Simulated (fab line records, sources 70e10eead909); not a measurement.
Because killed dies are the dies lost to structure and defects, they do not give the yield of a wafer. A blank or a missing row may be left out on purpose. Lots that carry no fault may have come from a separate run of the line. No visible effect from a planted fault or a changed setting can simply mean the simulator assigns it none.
Struck lot and sound lot, side by side + flow nand-harc + 15 out of 1159 route steps
Sound: wafers L139.4, L139.5, L139.6. Struck: wafer L154.3 (L154.1, L154.5, from the same lot, were not struck and are left out); the cause is given at the end.
Per side, at each step with rows, come the tool, then ch with its chambers, and then its first start. Under that, the readings that differ: sound wafers + struck wafers + difference of the means + sigmas: that difference in standard deviations of wafers without a fault.
alike: readings with means less than 2 such deviations apart, plus words and numbers identical on both sides. not compared: withheld readings, readings lacking a value on some wafer, bounds such as >300 that could conceal the same value, and numbers that have no deviation in the record and whose values overlap.
Wherever a step has rows on one side only, a row that says differs or no value, or a row with sigmas, the two part there. When numbers do not overlap yet have no deviation, they are printed without sigmas and do not part them. A reading missing from all wafers of one side parts the sides only when that side holds two or more wafers.

first, 7 steps without rows for these wafers: NHARC_P_STI_COAT_41 (time 65 s); NHARC_P_STI_COAT_03 (resist thk 600 nm); NHARC_P_STI_SOFTBAKE_04 (time 70 s); NHARC_P_STI_EBR_05; NHARC_P_STI_EXPOSE_06 (exposes mask P STI, target cd 200 nm); NHARC_P_STI_PEB_07 (peb time 80 s); NHARC_P_STI_DEVELOP_08 (time 50 s).
NHARC_P_STI_CD_MEAS_09: target cd 200 nm.
  sound on cd-sem-03 ch 0, day 3 23:20; struck on cd-sem-03 ch 0, day 7 16:46
| reading    | sound             | struck | difference | sigmas |
|------------|-------------------|--------|------------|--------|
| cd-nm (nm) | 200.5 202.0 201.4 | 197.8  | -3.5       | -2     |
NHARC_P_STI_OVL_MEAS_10:
  sound on overlay-01 at day 3 23:26; struck on overlay-01 at day 7 16:51
  alike: overlay-x-nm, overlay-y-nm
NHARC_P_STI_INSPECT_11:
  sound on defect-inspect-01 at day 3 23:28; struck on defect-inspect-02 at day 7 16:53
  alike: raw-defect-count
then, 1 step without rows for these wafers: NHARC_P_STI_HARDBAKE_13 (time 65 s).
NHARC_P_STI_DESCUM_14: chemistry O2, time 3 s.
  sound on rie-diel-07 ch 0,2,3, day 3 23:37; struck on rie-diel-01 ch 0, day 7 17:01
  alike: drypump-motor-current-A, oes-product-au, rf-vpp-V, showerhead-plenum-p-Torr, throttle-valve-pct
  not compared: rf-hours-counter-h
NHARC_P_STI_ETCH_42: etches the open film in N2/H2, target depth 80 nm, overetch 24 nm, time 61 s.
  sound on rie-diel-07 ch 0,1,3, day 3 23:42; struck on rie-diel-01 ch 2, day 7 17:10
| reading                         | sound             | struck | difference | sigmas |
|---------------------------------|-------------------|--------|------------|--------|
| oes-product-au (a.u.)           | 1.004 1.001 0.991 | 0.866  | -0.133     | -19    |
| rf-vpp-V (V)                    | 431.4 429.4 429.3 | 435.3  | +5.3       | +2     |
| showerhead-plenum-p-Torr (Torr) | 2.06 1.98 2.07    | 2.21   | +0.17      | +2     |
  alike: bias-w, drypump-motor-current-A, throttle-valve-pct
  not compared: rf-hours-counter-h
NHARC_P_STI_ETCH_31: etches the open film in CF4/CHF3, target depth 108.9 nm, time 54.5 s.
  sound on rie-diel-07 ch 0,2,3; struck on rie-diel-01 ch 0
| reading               | sound             | struck | difference | sigmas |
|-----------------------|-------------------|--------|------------|--------|
| oes-product-au (a.u.) | 0.980 0.961 0.970 | 0.945  | -0.025     | -2     |
  alike: bias-w, chf3-flow-sccm, drypump-motor-current-A, rf-vpp-V, showerhead-plenum-p-Torr, throttle-valve-pct
  not compared: rf-hours-counter-h
NHARC_END_SORT_01:
  the record has rows for the sound wafers here (prober-02 ch 0, day 21 10:37) and none for the struck ones

WHERE THEY PART
First at NHARC_P_STI_CD_MEAS_09; last, within this record, at NHARC_END_SORT_01.

WHY: what the simulator had put in
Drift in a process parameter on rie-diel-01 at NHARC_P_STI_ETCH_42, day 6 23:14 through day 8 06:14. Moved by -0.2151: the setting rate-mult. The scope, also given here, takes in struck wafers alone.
